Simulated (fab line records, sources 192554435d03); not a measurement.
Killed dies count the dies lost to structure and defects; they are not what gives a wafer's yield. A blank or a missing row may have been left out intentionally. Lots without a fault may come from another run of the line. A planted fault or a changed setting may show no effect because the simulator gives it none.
Chamber matching | flow n5-finfet | rie-diel-03 running N5_BEOL_M0_SAQP_STRIP_86: 4 sister chambers
The step strips in N2/H2. 18 wafers are shown with their chamber, then 9 later ones without.

## WAFERS WITH THEIR CHAMBER
wafer  | chamber | showerhead-plenum-p-Torr (Torr) | throttle-valve-pct (%) | drypump-motor-current-A (A)
L077.2 | 1       | 3.10                            | 18.4                   | 5.22
L077.3 | 2       | 3.36                            | 19.4                   | 5.31
L077.6 | 3       | 3.33                            | 19.2                   | 5.70
L079.3 | 0       | 3.33                            | 18.4                   | 5.63
L079.4 | 1       | 3.10                            | 18.4                   | 5.22
L079.6 | 2       | 3.36                            | 19.4                   | 5.25
L080.1 | 0       | 3.33                            | 18.3                   | 5.60
L080.2 | 2       | 3.35                            | 19.4                   | 5.28
L080.6 | 0       | 3.33                            | 18.4                   | 5.57
L083.1 | 2       | 3.35                            | 19.4                   | 5.33
L083.3 | 3       | 3.33                            | 19.3                   | 5.72
L083.5 | 3       | 3.33                            | 19.3                   | 5.72
L088.1 | 3       | 3.32                            | 19.3                   | 5.71
L088.2 | 1       | 3.10                            | 18.4                   | 5.24
L088.5 | 3       | 3.32                            | 19.3                   | 5.69
L089.1 | 1       | 3.09                            | 18.4                   | 5.27
L089.2 | 2       | 3.35                            | 19.4                   | 5.32
L089.5 | 3       | 3.32                            | 19.3                   | 5.72

SIGNATURES (averages over the wafers above)
reading                  | chamber 0 | chamber 1 | chamber 2 | chamber 3 | scatter within a chamber
showerhead-plenum-p-Torr | 3.3300    | 3.0975    | 3.3540    | 3.3250    | 0.00496
throttle-valve-pct       | 18.367    | 18.400    | 19.400    | 19.283    | 0.0327
drypump-motor-current-A  | 5.6000    | 5.2375    | 5.2980    | 5.7100    | 0.0247
Rule: for each reading, subtract the chamber's mean from the wafer's reading, divide by that reading's scatter and square the result; add these up over the readings and take the root, which gives the wafer's distance from the chamber. If the next closest chamber is less than 2 further off than the closest, the wafer can't be placed; otherwise it belongs to the closest. The scatter: the root of (the sum of the squares of (reading less its chamber's mean) over the shown wafers, divided by (wafers less chambers)).

## WAFERS WITH NO CHAMBER GIVEN
wafer  | showerhead-plenum-p-Torr (Torr) | throttle-valve-pct (%) | drypump-motor-current-A (A)
L090.1 | 3.32                            | 18.3                   | 5.55
L090.4 | 3.35                            | 19.4                   | 5.36
L090.5 | 3.32                            | 19.3                   | 5.70
L093.3 | 3.34                            | 19.4                   | 5.31
L093.5 | 3.09                            | 18.4                   | 5.20
L093.6 | 3.32                            | 18.4                   | 5.56
L096.1 | 3.09                            | 18.4                   | 5.24
L096.2 | 3.34                            | 19.4                   | 5.33
L096.3 | 3.32                            | 18.4                   | 5.58

## CHAMBER TAKEN BY EACH
wafer  | from the rows above | in truth
L090.1 | 0                   | 0
L090.4 | 2                   | 2
L090.5 | 3                   | 3
L093.3 | 2                   | 2
L093.5 | 1                   | 1
L093.6 | 0                   | 0
L096.1 | 1                   | 1
L096.2 | 2                   | 2
L096.3 | 0                   | 0
Placed correctly: 9 of 9. Can't be placed from these rows: 0. Number placed wrongly: 0.
